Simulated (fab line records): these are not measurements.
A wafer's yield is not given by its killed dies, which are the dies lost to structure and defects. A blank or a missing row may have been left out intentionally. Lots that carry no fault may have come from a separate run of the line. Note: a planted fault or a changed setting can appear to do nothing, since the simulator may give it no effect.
Matching of chambers    flow n5 finfet    4 sister chambers for N5_MIM_BOT_ETCH_ETCH_04 on rie diel-04
The step etches SiNx in CF4/O2, target depth 26 nm, time 13 s. 7 wafers are shown with their chamber, then 7 later ones without.

## EACH WAFER AND ITS CHAMBER
wafer   chamber  showerhead plenum p Torr (Torr)  throttle valve pct (%)
L620.1  3        2.19                             16.39
L626.6  1        2.25                             15.96
L630.1  0        2.25                             15.72
L630.2  2        2.18                             16.45
L630.6  2        2.18                             16.47
L635.1  0        2.25                             15.75
L635.2  1        2.24                             16.02

## WAFERS WITH NO CHAMBER GIVEN
wafer   showerhead plenum p Torr (Torr)  throttle valve pct (%)
L635.6  2.24                             16.01
L638.1  2.24                             15.77
L638.4  2.24                             16.03
L638.6  2.17                             16.51
L640.3  2.24                             16.02
L640.4  2.24                             15.77
L640.6  2.17                             15.98

## WHICH CHAMBER EACH ONE RAN IN
wafer   from the rows above      in truth
L635.6  1                        1
L638.1  0                        0
L638.4  1                        1
L638.6  2                        2
L640.3  1                        1
L640.4  0                        0
L640.6  can't be placed: 3 or 2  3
Correct placement for 6 of the 7. Can't be placed from these rows: 1 (the true chamber is among the candidates in 1). 0 placed wrongly.
How it was worked out, from the rows above alone: a wafer's distance from a chamber is the root of the sum, over the readings, of the square of ((its reading less the chamber's mean) divided by the reading's scatter). If the next closest chamber is less than 2 further off than the closest, the wafer can't be placed; otherwise it belongs to the closest. A chamber's mean is the mean of its shown wafers. The scatter: the root of (the sum of the squares of (reading less its chamber's mean) over the shown wafers, divided by (wafers less chambers)).
